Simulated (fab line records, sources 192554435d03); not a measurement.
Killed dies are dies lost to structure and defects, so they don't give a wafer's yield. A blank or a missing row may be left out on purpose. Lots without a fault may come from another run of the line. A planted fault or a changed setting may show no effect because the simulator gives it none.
Which tool did it? | flow n5_finfet | 11 lots, 30 wafers sampled, at 2 steps of a route of 1938

WHAT THE GAUGES READ, wafer by wafer
N5_DUMMY_GATE_CD_MEAS_24: target cd 15 nm. Usual: cd_nm 15.2 nm, standard deviation 0.61.
lot  | measured    | on        | cd_nm (nm)     | flag
L556 | day 3 06:56 | cd_sem-03 | 14.6 14.9      |
L557 | day 3 10:08 | cd_sem-03 | 14.3 14.7 14.1 |
L559 | day 3 22:52 | cd_sem-01 | 15.1 14.8      |
L560 | day 4 07:01 | cd_sem-02 | 15.2 15.8      |
L562 | day 4 19:56 | cd_sem-01 | 15.6 15.7 14.8 |
L563 | day 5 08:34 | cd_sem-01 | 15.2 14.7 14.9 |
L564 | day 5 10:04 | cd_sem-01 | 15.2 15.8 15.4 |
L570 | day 6 18:49 | cd_sem-01 | 15.3 15.5 15.5 |
L575 | day 7 22:39 | cd_sem-02 | 15.6 14.6 16.1 |
L576 | day 8 09:41 | cd_sem-01 | 15.6 15.6 15.6 |
L577 | day 8 11:28 | cd_sem-01 | 16.3 16.6 16.3 |

WHICH TOOL RAN EACH LOT (tool, then ch and the chambers of the sampled wafers, then the start)
lot  | N5_DUMMY_GATE_ETCH_23
L556 | rie_si-06 ch 2,3, day 3 06:46
L557 | rie_si-05 ch 0,3, day 3 09:58
L559 | rie_si-05 ch 0,3, day 3 22:41
L560 | rie_si-06 ch 2,3, day 4 06:50
L562 | rie_si-05 ch 2,3, day 4 19:46
L563 | rie_si-06 ch 0,2,3, day 5 08:24
L564 | rie_si-06 ch 0,1,2, day 5 09:54
L570 | rie_si-03 ch 0,1,3, day 6 18:40
L575 | rie_si-06 ch 0,3, day 7 22:29
L576 | rie_si-03 ch 0,3, day 8 09:31
L577 | rie_si-03 ch 1,2,3, day 8 11:17
- N5_DUMMY_GATE_ETCH_23: etches poly-Si in HBr/Cl2/O2, target depth 41 nm, time 22.3 s.

WHAT THE TOOLS THEMSELVES READ (means of the sampled wafers that have a number; where no wafer has one, the mark that the record gives instead)
N5_DUMMY_GATE_ETCH_23. Usual: chamber_pressure_mTorr 10.000 mTorr, standard deviation 0.0096; drypump_motor_current_A 5.9 A, standard deviation 0.36; he_backside_leak_sccm 2.9 sccm, standard deviation 0.36; oes_product_au 0.998 a.u., standard deviation 0.014; throttle_valve_pct 37.1 %, standard deviation 0.32.
lot  | tool      | chamber_pressure_mTorr (mTorr) | drypump_motor_current_A (A) | he_backside_leak_sccm (sccm) | oes_product_au (a.u.) | throttle_valve_pct (%) | flag
L556 | rie_si-06 | 9.994                          | 5.5                         | 3.0                          | 0.988                 | 37.0                   |
L557 | rie_si-05 | 9.995                          | 6.2                         | 2.8                          | 1.035                 | 36.6                   |
L559 | rie_si-05 | 10.006                         | 6.0                         | 2.8                          | 1.028                 | 36.7                   |
L560 | rie_si-06 | 10.011                         | 5.5                         | 3.0                          | 0.998                 | 37.0                   |
L562 | rie_si-05 | 9.993                          | 5.8                         | 2.9                          | 1.004                 | 37.2                   |
L563 | rie_si-06 | 10.000                         | 5.7                         | 3.1                          | 0.999                 | 36.9                   |
L564 | rie_si-06 | 9.999                          | 5.9                         | 2.9                          | 0.998                 | 37.0                   |
L570 | rie_si-03 | 9.996                          | 5.7                         | 2.7                          | 0.994                 | 37.3                   |
L575 | rie_si-06 | 9.994                          | 5.8                         | 3.2                          | 1.001                 | 36.9                   |
L576 | rie_si-03 | 10.012                         | 5.4                         | 2.9                          | 1.000                 | 37.4                   |
L577 | rie_si-03 | 9.997                          | 5.8                         | 2.6                          | 0.994                 | 37.2                   |

THE ANSWER, worked out from the rows above alone
Rule: a lot is off if the mean of its wafers that have a number lies more than 3 standard deviations from the usual mean. A lot without any number at a reading at which 4 lots or more have one is off too. The other lots that the step has rows for count as sound. The gauges are gone through in route order, then the tools' own readings, and for those a lot's mean is taken as printed above. The first step at which some lot is off is used, and at that step the reading that is off furthest; a lot without a number counts as furthest.
No lot is off at any reading shown: from this, nothing can be told.

WHAT THE SIMULATOR HAD PUT IN
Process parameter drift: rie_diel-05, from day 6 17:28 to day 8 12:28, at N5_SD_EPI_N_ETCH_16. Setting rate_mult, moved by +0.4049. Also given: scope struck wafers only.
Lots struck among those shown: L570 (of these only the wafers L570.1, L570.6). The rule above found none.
